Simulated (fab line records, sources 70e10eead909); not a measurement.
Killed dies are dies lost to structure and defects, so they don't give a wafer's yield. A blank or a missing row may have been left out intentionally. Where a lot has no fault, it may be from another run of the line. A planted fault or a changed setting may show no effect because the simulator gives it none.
Which of the tools did it? | flow nand harc | 12 lots with 36 wafers sampled at 5 steps, on a route of 1159 steps

== WHAT EACH GAUGE READ, for each wafer ==
NHARC_P_M0_INSPECT_27. Usual: raw defect count reads 309 (standard deviation 130).
lot  | measured     | on                | raw defect count | flag
L599 | day 6 18:10  | defect inspect-01 | 314 255 548      |
L598 | day 6 18:38  | defect inspect-01 | 311 387 413      |
L600 | day 6 19:02  | defect inspect-01 | 240 270 275      |
L601 | day 7 05:37  | defect inspect-02 | 494 346 261      |
L602 | day 7 13:26  | defect inspect-01 | 299 155 231      |
L603 | day 7 14:02  | defect inspect-01 | 419 353 392      |
L606 | day 8 08:16  | defect inspect-02 | 316 317 267      |
L607 | day 9 06:32  | defect inspect-02 | 156 167 263      |
L614 | day 10 13:05 | defect inspect-02 | 220 295 395      |
L616 | day 10 20:20 | defect inspect-01 | 235 197 289      |
L617 | day 11 01:35 | defect inspect-02 | 321 352 230      |
L619 | day 11 15:29 | defect inspect-02 | 392 314 429      |

NHARC_P_M1_CD_MEAS_09 targets a cd of 130 nm. Usual: cd nm reads 129.9 nm (standard deviation 0.46).
lot  | measured     | on        | cd nm (nm)        | flag
L599 | day 6 19:32  | cd sem-02 | 130.1 129.7 129.8 |
L598 | day 6 20:16  | cd sem-01 | 130.4 129.8 130.1 |
L600 | day 6 20:18  | cd sem-03 | 129.2 129.7 129.5 |
L601 | day 7 07:04  | cd sem-03 | 130.3 130.6 130.2 |
L602 | day 7 14:50  | cd sem-01 | 129.7 129.9 129.9 |
L603 | day 7 15:25  | cd sem-01 | 130.3 130.1 129.8 |
L606 | day 8 09:40  | cd sem-01 | 130.6 129.9 130.5 |
L607 | day 9 07:55  | cd sem-02 | 129.9 129.6 130.0 |
L614 | day 10 14:37 | cd sem-01 | 129.8 130.6 130.3 |
L616 | day 10 21:52 | cd sem-01 | 129.9 129.9 130.0 |
L617 | day 11 02:58 | cd sem-02 | 129.8 130.6 130.2 |
L619 | day 11 16:45 | cd sem-03 | 130.5 130.2 130.6 |

NHARC_END_SORT_01. Usual: defect limited yield 95.7 %, standard deviation 1.5; killed at array 25, standard deviation 9.8; killed at other 0.8, standard deviation 1.1; killed at periphery 3.3, standard deviation 2.1; killed dies 29, standard deviation 10; killed open 3.3, standard deviation 1.8; killed short 1.9, standard deviation 1.4; sort_bin_2_pct 1.3 %, standard deviation 0.6; sort_bin_3_pct 0.25 %, standard deviation 0.23; sort_bin_4_pct 2.8 %, standard deviation 0.97; sort n pass 648, standard deviation 10; sort rim yield pct 95 %, standard deviation 3.2; sort yield pct 95.7 %, standard deviation 1.5.
lot  | measured     | on        | defect limited yield (%) | killed at array | killed at other | killed at periphery | killed dies | killed open | killed short | sort_bin_2_pct (%) | sort_bin_3_pct (%) | sort_bin_4_pct (%) | sort n pass | sort rim yield pct (%) | sort yield pct (%) | flag
L601 | day 20 23:44 | prober-01 | 95.0                     | 25              | 4               | 5                   | 34          | 2           | 2            | 1.6                | 0.15               | 3.2                | 643         | 93                     | 95.0               |
L607 | day 23 16:25 | prober-01 | 96.3                     | 23              | 0               | 2                   | 25          | 3           | 0            | 0.4                | 0.30               | 3.0                | 652         | 93                     | 96.3               |

== EACH LOT AND THE TOOL THAT RAN IT (in order: tool; ch and the chambers of the sampled wafers; start) ==
lot  | NHARC_P_M0_ETCH_34                 | NHARC_P_M1_PVD_20
L599 | rie diel-10 ch 1,2, day 6 15:46    | pvd sputter-02, day 6 20:50
L598 | rie diel-08 ch 0,3, day 6 16:11    | pvd sputter-02, day 6 21:43
L600 | rie diel-10 ch 1,2,3, day 6 16:34  | pvd sputter-01, day 6 21:40
L601 | rie diel-08 ch 0,2, day 7 03:12    | pvd sputter-01, day 7 08:24
L602 | rie diel-08 ch 0,1,3, day 7 11:02  | pvd sputter-01, day 7 16:16
L603 | rie diel-08 ch 1,3, day 7 11:37    | pvd sputter-02, day 7 16:46
L606 | rie diel-13 ch 0,1,3, day 8 05:53  | pvd sputter-02, day 8 10:59
L607 | rie diel-10 ch 0,2,3, day 9 04:03  | pvd sputter-02, day 9 09:17
L614 | rie diel-10 ch 0,1, day 10 10:39   | pvd sputter-01, day 10 15:55
L616 | rie diel-08 ch 0,2,3, day 10 17:52 | pvd sputter-03, day 10 23:14
L617 | rie diel-10 ch 0,2, day 10 23:03   | pvd sputter-01, day 11 04:17
L619 | rie diel-13 ch 0,2,3, day 11 13:05 | pvd sputter-01, day 11 18:08
- NHARC_P_M0_ETCH_34: etches the open film in N2/H2, target depth 40 nm, overetch 12 nm, time 43.94 s.
- NHARC_P_M1_PVD_20: deposits TaN, target thk 5 nm, time 8.06 s.

== WHAT THE TOOLS THEMSELVES READ (means of the sampled wafers that have a number; where no wafer has one, the mark that the record gives instead) ==
NHARC_P_M0_ETCH_34. Usual: drypump motor current A 5.6 A, standard deviation 0.5; h2 flow sccm 150.1 sccm, standard deviation 0.44; oes product au 1.000 a.u., standard deviation 0.0075; rf vpp V 431.0 V, standard deviation 2.2; showerhead plenum p Torr 2.05 Torr, standard deviation 0.082; throttle valve pct 14.171 %, standard deviation 0.0097.
lot  | tool        | drypump motor current A (A) | h2 flow sccm (sccm) | oes product au (a.u.) | rf vpp V (V) | showerhead plenum p Torr (Torr) | throttle valve pct (%) | flag
L599 | rie diel-10 | 5.9                         | 150.1               | 1.004                 | 429.8        | 2.01                            | 14.171                 |
L598 | rie diel-08 | 5.7                         | 150.2               | 0.999                 | 432.3        | 2.07                            | 14.165                 |
L600 | rie diel-10 | 5.7                         | 150.1               | 1.005                 | 430.9        | 2.04                            | 14.175                 |
L601 | rie diel-08 | 5.9                         | 150.5               | 0.993                 | 431.4        | 2.07                            | 14.170                 |
L602 | rie diel-08 | 5.5                         | 150.1               | 1.000                 | 429.7        | 2.02                            | 14.167                 |
L603 | rie diel-08 | 5.5                         | 149.7               | 1.001                 | 429.9        | 2.00                            | 14.182                 |
L606 | rie diel-13 | 6.0                         | 150.4               | 0.998                 | 431.1        | 2.04                            | 14.166                 |
L607 | rie diel-10 | 5.5                         | 150.1               | 1.007                 | 431.9        | 2.10                            | 14.169                 |
L614 | rie diel-10 | 5.4                         | 150.6               | 1.000                 | 430.5        | 2.02                            | 14.172                 |
L616 | rie diel-08 | 5.8                         | 149.9               | 1.001                 | 431.6        | 2.06                            | 14.162                 |
L617 | rie diel-10 | 5.5                         | 149.9               | 0.993                 | 432.7        | 2.14                            | 14.172                 |
L619 | rie diel-13 | 6.1                         | 149.6               | 0.995                 | 430.6        | 2.05                            | 14.166                 |

NHARC_P_M1_PVD_20. Usual: cathode dc power W 15000 W, standard deviation 2.8; throttle valve pct 29.7 %, standard deviation 0.79.
lot  | tool           | cathode dc power W (W) | throttle valve pct (%) | flag
L599 | pvd sputter-02 | 14998                  | 29.6                   |
L598 | pvd sputter-02 | 14999                  | 29.2                   |
L600 | pvd sputter-01 | 15000                  | 29.2                   |
L601 | pvd sputter-01 | 15000                  | 29.0                   |
L602 | pvd sputter-01 | 14999                  | 29.9                   |
L603 | pvd sputter-02 | 15001                  | 30.1                   |
L606 | pvd sputter-02 | 15003                  | 29.5                   |
L607 | pvd sputter-02 | 15651                  | 30.1                   | OFF
L614 | pvd sputter-01 | 15000                  | 29.5                   |
L616 | pvd sputter-03 | 14996                  | 30.3                   |
L617 | pvd sputter-01 | 14999                  | 29.6                   |
L619 | pvd sputter-01 | 14999                  | 29.5                   |

== THE ANSWER, worked out from the rows above alone ==
Rule: take the mean of a lot's wafers that have a number; if it is more than 3 standard deviations from the usual mean, the lot is off. A lot without any number at a reading at which 4 lots or more have one is off too. All remaining lots with rows at the step are treated as sound. First the gauges in route order, then the tools' own readings, where a lot's mean is used as printed above. The first step at which some lot is off is used, and at that step the reading that is off furthest; a lot without a number counts as furthest.
Off at NHARC_P_M1_PVD_20 (cathode dc power W): L607.
If a tool, at that step or one of the process steps before it, ran each lot that is off and ran no sound lot following the first of them, it fits. One candidate fits, namely pvd sputter-02 at NHARC_P_M1_PVD_20. Its last sound lot is L606 (day 8 10:59), its first lot that is off L607 (day 9 09:17): a fault that began between those two fits.
The tool's own readings at NHARC_P_M1_PVD_20 bear it out: on the lots that are off they differ by more than 5 times the standard deviation of the sound lots' means. cathode dc power W reads 15651 W there against 14999 W on the sound lots.

== WHAT WAS PUT IN BY THE SIMULATOR ==
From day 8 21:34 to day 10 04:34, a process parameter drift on pvd sputter-02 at NHARC_P_M1_PVD_20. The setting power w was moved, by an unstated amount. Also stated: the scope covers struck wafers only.
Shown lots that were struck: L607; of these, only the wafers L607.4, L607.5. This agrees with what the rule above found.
